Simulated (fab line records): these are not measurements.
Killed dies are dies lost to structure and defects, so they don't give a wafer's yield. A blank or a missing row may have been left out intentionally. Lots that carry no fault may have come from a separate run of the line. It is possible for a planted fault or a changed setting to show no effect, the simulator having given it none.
Which tool did it?	flow n5 finfet	72 wafers from 24 lots sampled at 6 of the route's 1938 steps

== WHAT THE GAUGES READ, wafer by wafer ==
N5_SDB_CD_MEAS_11: target cd 50 nm. Usual: cd nm at 49.7 nm, with a standard deviation of 1.1.
lot	measured	on	cd nm (nm)	flag
L074	day 3 17:56	cd sem-03	50.6 49.3 49.5	
L075	day 3 23:50	cd sem-02	50.1 48.9 48.6	
L076	day 4 06:43	cd sem-01	49.9 48.8 48.9	
L077	day 4 11:12	cd sem-01	48.6 47.6 48.8	
L078	day 4 16:31	cd sem-03	49.6 50.2 50.0	
L079	day 4 22:37	cd sem-03	49.1 49.7 49.7	
L080	day 5 09:19	cd sem-01	49.6 47.8 48.5	
L081	day 5 12:30	cd sem-02	49.5 49.5 50.4	
L082	day 5 17:22	cd sem-02	49.5 49.9 48.2	
L083	day 6 01:22	cd sem-03	49.5 48.9 49.2	
L084	day 6 10:40	cd sem-03	50.3 50.8 51.1	
L085	day 6 13:55	cd sem-01	48.0 50.5 48.3	
L086	day 6 21:24	cd sem-03	49.5 49.5 50.8	
L087	day 7 07:16	cd sem-03	48.4 49.0 51.6	
L088	day 7 08:10	cd sem-01	48.2 48.8 47.1	
L089	day 7 14:29	cd sem-01	50.0 49.8 51.2	
L090	day 7 23:49	cd sem-01	50.6 49.9 49.4	
L091	day 8 02:40	cd sem-02	51.3 52.3 50.7	
L092	day 8 12:19	cd sem-02	49.7 49.7 49.6	
L093	day 8 15:36	cd sem-01	51.8 51.0 50.8	
L094	day 8 19:43	cd sem-03	50.2 52.2 50.0	
L095	day 9 02:56	cd sem-02	51.2 50.9 49.4	
L096	day 9 07:04	cd sem-03	49.0 49.3 51.1	
L097	day 9 14:32	cd sem-03	49.5 49.7 48.7	

N5_DUMMY_REMOVAL_INSPECT_06: inspects for defects (brightfield). Usual: raw defect count at 12, with a standard deviation of 5.7.
lot	measured	on	raw defect count	flag
L074	day 3 22:46	defect inspect-02	13 24 14	
L075	day 4 05:09	defect inspect-01	12 17 8	
L076	day 4 11:19	defect inspect-01	15 19 14	
L077	day 4 15:25	defect inspect-01	21 14 13	
L078	day 4 21:54	defect inspect-01	11 10 11	
L079	day 5 03:14	defect inspect-01	7 8 24	
L080	day 5 15:37	defect inspect-02	16 18 14	
L081	day 5 17:43	defect inspect-02	10 16 17	
L082	day 5 23:22	defect inspect-01	10 13 11	
L083	day 6 08:08	defect inspect-02	9 7 7	
L084	day 6 14:53	defect inspect-01	15 8 15	
L085	day 6 18:14	defect inspect-01	12 20 12	
L086	day 7 01:34	defect inspect-01	10 8 18	
L087	day 7 11:43	defect inspect-01	9 10 17	
L088	day 7 13:35	defect inspect-01	14 10 14	
L089	day 7 18:40	defect inspect-02	11 5 17	
L090	day 8 05:44	defect inspect-01	15 2 9	
L091	day 8 06:50	defect inspect-01	10 4 9	
L092	day 8 17:25	defect inspect-02	19 13 31	
L093	day 8 21:14	defect inspect-02	7 14 9	
L094	day 9 01:20	defect inspect-01	9 10 17	
L095	day 9 07:10	defect inspect-01	8 8 12	
L096	day 9 11:22	defect inspect-01	15 13 5	
L097	day 9 19:14	defect inspect-02	13 11 19	

== EACH LOT AND THE TOOL THAT RAN IT (in order: tool; ch and the chambers of the sampled wafers; start) ==
lot	N5_SD_EPI_N_STRIP_38	N5_SD_EPI_P_ETCHBACK_46	N5_ILD0_LINER_00	N5_SDB_HM_OPEN_20
L074	plasma asher-01 ch 0,1, day 3 02:50	rie diel-03 ch 0,1,3, day 3 06:55	ald sin-04 ch 1,2, day 3 11:21	rie diel-02 ch 1,3, day 3 18:15
L075	plasma asher-02 ch 0,1, day 3 07:37	rie diel-04 ch 0,1, day 3 11:43	ald sin-02 ch 0,1,2, day 3 17:13	rie diel-06 ch 1,2, day 4 00:10
L076	plasma asher-02 ch 0,1, day 3 14:31	rie diel-05 ch 0,3, day 3 18:51	ald sin-02 ch 0,3, day 3 23:55	rie diel-06 ch 1,2, day 4 07:29
L077	plasma asher-02 ch 0,1, day 3 19:34	rie diel-05 ch 0,1, day 3 23:31	ald sin-03 ch 0,1,2, day 4 04:29	rie diel-01 ch 0,1, day 4 11:31
L078	plasma asher-02 ch 0,1, day 4 01:01	rie diel-03 ch 0,3, day 4 05:17	ald sin-04 ch 1,2, day 4 09:32	rie diel-02 ch 1,2, day 4 17:20
L079	plasma asher-02 ch 0,1, day 4 07:22	rie diel-04 ch 0,3, day 4 11:45	ald sin-02 ch 0,1,3, day 4 15:50	rie diel-01 ch 0,2,3, day 4 22:56
L080	plasma asher-01 ch 0,1, day 4 17:48	rie diel-04 ch 0,1, day 4 22:21	ald sin-03 ch 0,2,3, day 5 02:43	rie diel-06 ch 0,1,2, day 5 10:32
L081	plasma asher-02 ch 0,1, day 4 19:44	rie diel-03 ch 0,3, day 5 00:42	ald sin-02 ch 2,3, day 5 04:47	rie diel-06 ch 0,1,3, day 5 13:46
L082	plasma asher-02 ch 0,1, day 5 02:34	rie diel-03 ch 0,1,2, day 5 06:38	ald sin-03 ch 0,1,2, day 5 10:44	rie diel-01 ch 0,1,2, day 5 18:29
L083	plasma asher-02 ch 0,1, day 5 09:42	rie diel-04 ch 0,1, day 5 14:38	ald sin-02 ch 1,2, day 5 18:46	rie diel-06 ch 0,1, day 6 02:19
L084	plasma asher-01 ch 0,1, day 5 19:12	rie diel-05 ch 0,3, day 5 23:18	ald sin-04 ch 1,2,3, day 6 03:47	rie diel-06 ch 0,2, day 6 10:58
L085	plasma asher-02 ch 1, day 5 21:39	rie diel-03 ch 0,2,3, day 6 02:56	ald sin-04 ch 1,2,3, day 6 07:02	rie diel-02 ch 0,2,3, day 6 14:16
L086	plasma asher-01 ch 0,1, day 6 06:02	rie diel-03 ch 0,1, day 6 10:05	ald sin-02 ch 0,1,3, day 6 14:41	rie diel-02 ch 0,1, day 6 21:43
L087	plasma asher-01 ch 0,1, day 6 15:29	rie diel-04 ch 0,1,3, day 6 20:04	ald sin-03 ch 0,3, day 7 00:09	rie diel-02 ch 0,1, day 7 07:42
L088	plasma asher-01 ch 0, day 6 17:18	rie diel-04 ch 1,3, day 6 21:29	ald sin-04 ch 0,3, day 7 01:35	rie diel-02 ch 0, day 7 08:37
L089	plasma asher-01 ch 0,1, day 6 22:53	rie diel-05 ch 0,1,3, day 7 03:08	ald sin-02 ch 2,3, day 7 07:34	rie diel-02 ch 0,2, day 7 14:48
L090	plasma asher-02 ch 0,1, day 7 05:20	rie diel-04 ch 0,2,3, day 7 10:59	ald sin-04 ch 0,1,3, day 7 17:04	rie diel-01 ch 1,3, day 8 01:14
L091	plasma asher-01 ch 0,1, day 7 10:56	rie diel-04 ch 0,2, day 7 15:50	ald sin-02 ch 1,2, day 7 19:58	rie diel-06 ch 0,1,3, day 8 02:59
L092	plasma asher-01 ch 0,1, day 7 19:47	rie diel-05 ch 0,1,3, day 8 00:41	ald sin-03 ch 0,1,3, day 8 05:44	rie diel-06 ch 1,2,3, day 8 12:38
L093	plasma asher-01 ch 0,1, day 7 23:31	rie diel-04 ch 0,1,2, day 8 04:49	ald sin-04 ch 0,1,2, day 8 08:58	rie diel-06 ch 1,2,3, day 8 15:55
L094	plasma asher-01 ch 0, day 8 04:31	rie diel-05 ch 2,3, day 8 08:49	ald sin-03 ch 0,1,2, day 8 13:06	rie diel-01 ch 1,2, day 8 20:02
L095	plasma asher-02 ch 0,1, day 8 10:53	rie diel-05 ch 0,1,3, day 8 14:57	ald sin-04 ch 0,2,3, day 8 19:58	rie diel-01 ch 0,1,3, day 9 03:18
L096	plasma asher-01 ch 0,1, day 8 16:00	rie diel-04 ch 1,2, day 8 20:11	ald sin-03 ch 0,1,2, day 9 00:22	rie diel-01 ch 0,1,2, day 9 07:23
L097	plasma asher-01 ch 0,1, day 8 21:41	rie diel-05 ch 0,1, day 9 02:22	ald sin-03 ch 2,3, day 9 06:46	rie diel-01 ch 1,2,3, day 9 14:53
- N5_SD_EPI_N_STRIP_38: strips in N2/H2.
- N5_SD_EPI_P_ETCHBACK_46: etches SiNx in CH3F/O2, stops on SiO2, target depth 17.5 nm.
- N5_ILD0_LINER_00: material SiNx, target thk 4 nm, pulse time 1 s, purge time 2 s.
- N5_SDB_HM_OPEN_20: chemistry CH3F/O2, target SiNx, stops on poly-Si, target depth 24 nm.

== AS READ BY THE TOOLS THEMSELVES (means over the sampled wafers that have a number; for cases with no such wafer, the mark the record gives instead) ==
N5_SD_EPI_N_STRIP_38. Usual: drypump motor current A 5.8 A, standard deviation 0.56; heater power w 345 W, standard deviation 39; n2 flow sccm 1751 sccm, standard deviation 5; oes product au 0.762 a.u., standard deviation 0.01.
lot	tool	drypump motor current A (A)	heater power w (W)	n2 flow sccm (sccm)	oes product au (a.u.)	flag
L074	plasma asher-01	5.6	329	1750	0.761	
L075	plasma asher-02	6.1	362	1756	0.757	
L076	plasma asher-02	6.1	370	1749	0.750	
L077	plasma asher-02	6.3	345	1753	0.754	
L078	plasma asher-02	6.1	366	1744	0.757	
L079	plasma asher-02	6.3	342	1749	0.767	
L080	plasma asher-01	5.6	319	1753	0.765	
L081	plasma asher-02	6.0	361	1750	0.764	
L082	plasma asher-02	6.3	345	1751	0.764	
L083	plasma asher-02	6.3	343	1749	0.769	
L084	plasma asher-01	5.6	324	1753	0.761	
L085	plasma asher-02	6.6	323	1745	0.752	
L086	plasma asher-01	5.3	352	1751	0.768	
L087	plasma asher-01	5.6	324	1752	0.766	
L088	plasma asher-01	5.9	291	1747	0.755	
L089	plasma asher-01	5.3	350	1752	0.759	
L090	plasma asher-02	6.1	370	1751	0.776	
L091	plasma asher-01	5.6	319	1747	0.752	
L092	plasma asher-01	5.6	327	1746	0.758	
L093	plasma asher-01	5.3	353	1748	0.766	
L094	plasma asher-01	5.9	292	1758	0.764	
L095	plasma asher-02	6.1	363	1749	0.756	
L096	plasma asher-01	5.3	350	1751	0.759	
L097	plasma asher-01	5.6	323	1750	0.762	

N5_SD_EPI_P_ETCHBACK_46. Usual: drypump motor current A 5.6 A, standard deviation 0.45; oes product au 0.64 a.u., standard deviation 0.048; rf vpp V 297 V, standard deviation 6; showerhead plenum p Torr 2.00 Torr, standard deviation 0.048; throttle valve pct 16.43 %, standard deviation 0.12.
lot	tool	drypump motor current A (A)	oes product au (a.u.)	rf vpp V (V)	showerhead plenum p Torr (Torr)	throttle valve pct (%)	flag
L074	rie diel-03	5.4	0.72	302	2.02	16.37	
L075	rie diel-04	5.7	0.68	294	2.01	16.49	
L076	rie diel-05	5.8	0.65	302	2.05	16.38	
L077	rie diel-05	5.7	0.64	299	2.05	16.41	
L078	rie diel-03	5.5	0.75	299	2.00	16.35	
L079	rie diel-04	5.4	0.61	295	1.99	16.51	
L080	rie diel-04	5.7	0.67	294	2.01	16.52	
L081	rie diel-03	5.5	0.73	299	2.00	16.37	
L082	rie diel-03	5.2	0.68	300	2.01	16.29	
L083	rie diel-04	5.7	0.67	293	2.01	16.52	
L084	rie diel-05	5.8	0.65	302	2.02	16.38	
L085	rie diel-03	5.4	0.67	300	2.03	16.40	
L086	rie diel-03	5.2	0.69	300	1.98	16.31	
L087	rie diel-04	5.6	0.63	295	2.00	16.53	
L088	rie diel-04	5.2	0.62	290	1.99	16.60	
L089	rie diel-05	5.8	0.63	298	2.01	16.43	
L090	rie diel-04	5.9	0.60	297	1.96	16.46	
L091	rie diel-04	6.4	0.60	300	1.93	16.40	
L092	rie diel-05	5.7	0.63	299	2.01	16.44	
L093	rie diel-04	6.0	0.63	298	1.97	16.47	
L094	rie diel-05	5.5	0.63	294	1.99	16.34	
L095	rie diel-05	5.7	0.63	299	2.01	16.44	
L096	rie diel-04	6.2	0.61	296	1.94	16.48	
L097	rie diel-05	5.6	0.61	295	2.01	16.46	

N5_ILD0_LINER_00. Usual: heater power w 828 W, standard deviation 39; precursor pulse height rel 0.999, standard deviation 0.02; susceptor temp C 400.01 C, standard deviation 0.22.
lot	tool	heater power w (W)	precursor pulse height rel	susceptor temp C (C)	flag
L074	ald sin-04	828	1.009	400.07	
L075	ald sin-02	842	0.996	399.91	
L076	ald sin-02	886	1.012	400.20	
L077	ald sin-03	833	0.996	400.00	
L078	ald sin-04	819	0.986	400.02	
L079	ald sin-02	854	1.001	399.94	
L080	ald sin-03	838	0.986	400.00	
L081	ald sin-02	799	0.992	399.91	
L082	ald sin-03	839	1.014	400.00	
L083	ald sin-02	806	0.999	400.00	
L084	ald sin-04	811	0.992	399.92	
L085	ald sin-04	816	0.999	400.07	
L086	ald sin-02	874	0.989	400.09	
L087	ald sin-03	816	0.997	399.90	
L088	ald sin-04	801	1.007	400.21	
L089	ald sin-02	813	0.990	400.00	
L090	ald sin-04	818	1.004	400.01	
L091	ald sin-02	802	0.998	400.05	
L092	ald sin-03	822	1.006	400.14	
L093	ald sin-04	806	1.001	400.07	
L094	ald sin-03	859	0.981	399.86	
L095	ald sin-04	805	1.006	399.86	
L096	ald sin-03	828	0.999	399.86	
L097	ald sin-03	833	1.016	399.96	

N5_SDB_HM_OPEN_20. Usual: drypump motor current A 5.7 A, standard deviation 0.52; oes product au 0.66 a.u., standard deviation 0.083; rf vpp V 294 V, standard deviation 5.5; showerhead plenum p Torr 1.97 Torr, standard deviation 0.062; throttle valve pct 16.33 %, standard deviation 0.23.
lot	tool	drypump motor current A (A)	oes product au (a.u.)	rf vpp V (V)	showerhead plenum p Torr (Torr)	throttle valve pct (%)	flag
L074	rie diel-02	6.2	0.58	293	1.90	16.22	
L075	rie diel-06	5.3	0.74	300	2.03	16.31	
L076	rie diel-06	5.3	0.73	299	2.03	16.30	
L077	rie diel-01	6.5	0.62	292	1.99	16.57	
L078	rie diel-02	5.4	0.57	295	1.90	16.58	
L079	rie diel-01	5.7	0.61	296	1.99	16.44	
L080	rie diel-06	5.3	0.68	295	1.98	16.38	
L081	rie diel-06	5.2	0.61	294	1.96	16.31	
L082	rie diel-01	6.0	0.60	295	1.99	16.45	
L083	rie diel-06	5.1	0.64	297	1.98	16.27	
L084	rie diel-06	5.5	0.66	291	1.97	16.52	
L085	rie diel-02	5.8	0.58	293	1.90	16.37	
L086	rie diel-02	5.4	0.58	292	1.91	16.43	
L087	rie diel-02	5.4	0.58	292	1.90	16.44	
L088	rie diel-02	5.6	0.59	288	1.90	16.37	
L089	rie diel-02	5.5	0.68	292	1.98	16.30	
L090	rie diel-01	6.3	0.77	292	1.97	16.31	
L091	rie diel-06	5.2	0.74	294	2.04	16.03	
L092	rie diel-06	5.2	0.70	298	2.00	16.18	
L093	rie diel-06	5.2	0.70	298	2.00	16.18	
L094	rie diel-01	5.7	0.79	299	1.96	15.96	
L095	rie diel-01	6.3	0.70	293	1.98	16.33	
L096	rie diel-01	5.9	0.73	295	1.98	16.16	
L097	rie diel-01	5.9	0.76	296	1.96	16.16	

== THE ANSWER, worked out from the rows above alone ==
Rule: a lot is off if the mean of its wafers that have a number lies more than 3 standard deviations from the usual mean. A lot without any number at a reading at which 4 lots or more have one is off too. All remaining lots with rows at the step are treated as sound. Order of review: gauges by route order, followed by the tools' own readings, for which a lot's mean as printed above is used. At the first step where some lot is off, the reading lying furthest off is the one used; lots without a number count as furthest.
None of the lots is off at any reading shown; this tells nothing.

== WHAT THE SIMULATOR HAD PUT IN ==
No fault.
